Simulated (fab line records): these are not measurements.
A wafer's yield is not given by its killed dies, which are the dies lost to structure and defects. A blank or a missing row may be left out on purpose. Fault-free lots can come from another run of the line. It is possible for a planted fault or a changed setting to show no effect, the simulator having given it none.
One fault through the eyes of 2 desks :: flow nandHarc :: every desk sees just its own numbers, and what lay behind them comes last

== THE DEFECT DESK ==
For each lot, the counts of the inspections along the route, averaged over the sampled wafers that have a number. If a lot's mean is further than 4 standard deviations from the usual mean, the lot is out of limits and carries the mark OUT (the distance appears in the brackets).
Columns: A = rawDefectCount at NHARC_A_CHANNEL_HOLE_D1_INSPECT_40, usual 69
lot: L606
first seen here: day 9 00:41
A: 103

lot: L605
first seen here: day 9 01:19
A: 39

lot: L607
first seen here: day 9 11:55
A: 52

lot: L608
first seen here: day 10 06:59
A: 43

lot: L611
first seen here: day 11 14:11
A: 43

lot: L614
first seen here: day 12 20:20
A: 59

lot: L619
first seen here: day 14 11:22
A: 118

lot: L620
first seen here: day 15 07:22
A: 58

lot: L621
first seen here: day 15 18:16
A: 499 (+19) OUT

lot: L622
first seen here: day 16 02:12
A: 82

lot: L623
first seen here: day 16 02:46
A: 511 (+19) OUT
Finding of this desk: L621, L623 out of limits; the first was L621 at day 15 18:16, on rawDefectCount at NHARC_A_CHANNEL_HOLE_D1_INSPECT_40. Within limits: L606, L605, L607, L608, L611, L614, L619, L620, L622.

== TOOL OWNER'S DESK, harEtch-01 ==
The tool's own readings at NHARC_A_CHANNEL_HOLE_D1_ETCH_19 (etches the open film in C4F8/O2/Ar, time 34.5 s): means of the sampled wafers that have a number, for each lot that ran on this tool. If a lot's mean is further than 4 standard deviations from the usual mean, the lot is out of limits and carries the mark OUT (the distance appears in the brackets).
Columns: A = drypumpMotorCurrentA at NHARC_A_CHANNEL_HOLE_D1_ETCH_19, usual 5.9 A; B = mfcArSccm at NHARC_A_CHANNEL_HOLE_D1_ETCH_19, usual 374.7 sccm; C = showerheadPlenumPTorr at NHARC_A_CHANNEL_HOLE_D1_ETCH_19, usual 3.61 Torr; D = throttleValvePct at NHARC_A_CHANNEL_HOLE_D1_ETCH_19, usual 37.039 %
lot: L605
first seen here: day 8 19:34
A: 5.9
B: 376.4
C: 3.72
D: 37.043

lot: L607
first seen here: day 9 06:12
A: 5.9
B: 374.8
C: 3.71
D: 37.035

lot: L608
first seen here: day 10 01:02
A: 5.8
B: 373.8
C: 3.71
D: 37.042

lot: L611
first seen here: day 11 08:29
A: 6.0
B: 374.8
C: 3.65
D: 37.046

lot: L614
first seen here: day 12 14:27
A: 6.0
B: 374.2
C: 3.64
D: 37.043

lot: L620
first seen here: day 15 01:41
A: 5.7
B: 375.4
C: 3.73
D: 37.052

lot: L621
first seen here: day 15 12:33
A: 5.9
B: 375.0
C: 3.67
D: 37.040

lot: L623
first seen here: day 15 20:59
A: 5.8
B: 374.5
C: 3.66
D: 37.033
This desk's finding: nothing out of limits on any of the 8 lots.

== ALL TOGETHER ==
The defect desk could have raised an alarm at day 15 18:16, on L621, L623.
The tool owner's desk saw nothing out of limits.
On record at the tool owner's desk: L621, L623, within its limits.
NHARC_A_CHANNEL_HOLE_D1_ETCH_19 was run on harEtch-01 by each of the lots named.

== WHAT THE SIMULATOR HAD PUT IN ==
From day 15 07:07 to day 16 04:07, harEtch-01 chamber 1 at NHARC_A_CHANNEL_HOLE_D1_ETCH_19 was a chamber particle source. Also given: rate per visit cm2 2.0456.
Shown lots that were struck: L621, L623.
Hours from the fault's start to each desk's first reading out of limits: the defect desk, 11.
